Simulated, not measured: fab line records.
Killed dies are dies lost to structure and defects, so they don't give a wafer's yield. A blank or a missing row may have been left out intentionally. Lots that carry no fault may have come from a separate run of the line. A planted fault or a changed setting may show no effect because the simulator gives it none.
Check for tools in common	flow n5Finfet	9 lots and 27 wafers in the sample

REASON IT WAS OPENED
N5_BEOL_M4_RC_MEAS_101, reading IOFF_P_LONG: flagged on 3 of 9 lots. Wafers without a fault read 0.000106 nA/um, standard deviation 1.1e-05.
Rule: flag the lot when none of its wafers has a number, or when each of its wafers that has one lies beyond 4 standard deviations from that mean. All remaining lots are regarded as sound.

lot	measured	on	IOFF_P_LONG (nA/um), wafer by wafer	flag
L232	day 9 20:14	prober-01	0.000109 0.000108 0.000105	
L233	day 10 05:55	prober-01	0.000107 0.000113 0.000108	
L236	day 11 00:52	prober-01	0.021776 0.021758 0.020814	FLAGGED
L234	day 11 08:37	prober-01	0.000104 0.000101 9.7e-05	
L237	day 11 09:40	prober-02	0.018031 0.017849 0.018014	FLAGGED
L238	day 11 09:52	prober-01	0.019078 0.019187 0.019517	FLAGGED
L244	day 13 01:27	prober-01	0.0001 0.000109 9.9e-05	
L246	day 13 07:12	prober-02	0.000132 0.000126 0.000127	
L247	day 14 00:20	prober-01	0.000106 0.000107 0.0001	
The numbers of the flagged lots are 0.019558 nA/um on average: +0.019452 nA/um against the usual, or +99 or more standard deviations.

TOOL THAT RAN EACH LOT
The record holds 4 process steps before the reading, out of a route of 1938 steps. Read each cell as the tool, then ch plus the chambers that the sampled wafers visited, then the start.
lot	flag	N5_SDB_DESCUM_16	N5_SDB_STRIP_22	N5_DUMMY_REMOVAL_STRIP_10	N5_HKMG_FIN_ALD_75
L232		rieDiel-02 ch 0,1, day 5 23:11	plasmaAsher-01 ch 0,1, day 5 23:29	rieDiel-01 ch 1,2, day 6 03:23	aldHk-01 ch 0,2,3, day 6 04:31
L233		rieDiel-02 ch 1,2,3, day 6 07:50	plasmaAsher-01 ch 0,1, day 6 08:08	rieDiel-03 ch 1,2,3, day 6 11:46	aldHk-03 ch 1,3, day 6 12:48
L236	FLAGGED	rieDiel-05 ch 0,1,2, day 6 23:28	plasmaAsher-02 ch 0,1, day 6 23:46	rieDiel-01 ch 0,1,3, day 7 03:35	aldHk-01 ch 0,2,3, day 7 04:47
L234		rieDiel-05 ch 0,1,3, day 6 16:10	plasmaAsher-02 ch 0,1, day 6 16:28	rieDiel-03 ch 2,3, day 6 20:24	aldHk-03 ch 0,1,2, day 6 21:43
L237	FLAGGED	rieDiel-05 ch 0,2, day 7 03:59	plasmaAsher-02 ch 0,1, day 7 04:17	rieDiel-06 ch 1,2, day 7 07:54	aldHk-03 ch 0,1,2, day 7 09:05
L238	FLAGGED	rieDiel-02 ch 1,2,3, day 7 07:44	plasmaAsher-02 ch 0,1, day 7 08:02	rieDiel-01 ch 0,1,3, day 7 11:57	aldHk-02 ch 0,1,3, day 7 13:08
L244		rieDiel-02 ch 1,2, day 8 18:29	plasmaAsher-01 ch 0,1, day 8 18:50	rieDiel-06 ch 2,3, day 8 22:51	aldHk-03 ch 0,1,3, day 8 23:56
L246		rieDiel-05 ch 1,2,3, day 9 03:20	plasmaAsher-02 ch 0,1, day 9 03:38	rieDiel-01 ch 0,1,2, day 9 07:14	aldHk-01 ch 1,2,3, day 9 08:14
L247		rieDiel-02 ch 0,1,3, day 9 11:58	plasmaAsher-02 ch 0,1, day 9 12:19	rieDiel-06 ch 0,2,3, day 9 16:01	aldHk-03 ch 0,1, day 9 17:04
What is done by these steps:
- N5_SDB_DESCUM_16: chemistry O2, time 7.9 s.
- N5_SDB_STRIP_22: strips in N2/H2.
- N5_DUMMY_REMOVAL_STRIP_10: strips in N2/H2, time 40 s.
- N5_HKMG_FIN_ALD_75: deposits Al2O3, target thk 1 nm, co reactant pulse time 1 s.
- N5_BEOL_M4_RC_MEAS_101

FLAGGED OVER TOTAL, TOOL BY TOOL (the gauges that took the reading come last)
step	tool	lots run	flagged	share of the flagged lots	sound lots run after its first flagged lot
N5_SDB_DESCUM_16	rieDiel-02	5	1	some	2 (L244,L247)
N5_SDB_DESCUM_16	rieDiel-05	4	2	some	1 (L246)
N5_SDB_STRIP_22	plasmaAsher-01	3	0	none	-
N5_SDB_STRIP_22	plasmaAsher-02	6	3	all	2 (L246,L247)
N5_DUMMY_REMOVAL_STRIP_10	rieDiel-01	4	2	some	1 (L246)
N5_DUMMY_REMOVAL_STRIP_10	rieDiel-03	2	0	none	-
N5_DUMMY_REMOVAL_STRIP_10	rieDiel-06	3	1	some	2 (L244,L247)
N5_HKMG_FIN_ALD_75	aldHk-01	3	1	some	1 (L246)
N5_HKMG_FIN_ALD_75	aldHk-02	1	1	some	0
N5_HKMG_FIN_ALD_75	aldHk-03	5	1	some	2 (L244,L247)
N5_BEOL_M4_RC_MEAS_101	prober-01	7	2	some	3 (L234,L244,L247)
N5_BEOL_M4_RC_MEAS_101	prober-02	2	1	some	1 (L246)

WHAT THE TABLE PERMITS
Rows of the table that ran each flagged lot: 1, that is plasmaAsher-02 at N5_SDB_STRIP_22.
- plasmaAsher-02 at N5_SDB_STRIP_22: 3 of its 6 lots flagged. After the first flagged lot (L246, L247), sound lots still ran on it; a lasting fault on the whole tool would not permit that.
No row of the table ran every flagged lot and no sound lot after the first.

WHAT THE SIMULATOR PUT IN
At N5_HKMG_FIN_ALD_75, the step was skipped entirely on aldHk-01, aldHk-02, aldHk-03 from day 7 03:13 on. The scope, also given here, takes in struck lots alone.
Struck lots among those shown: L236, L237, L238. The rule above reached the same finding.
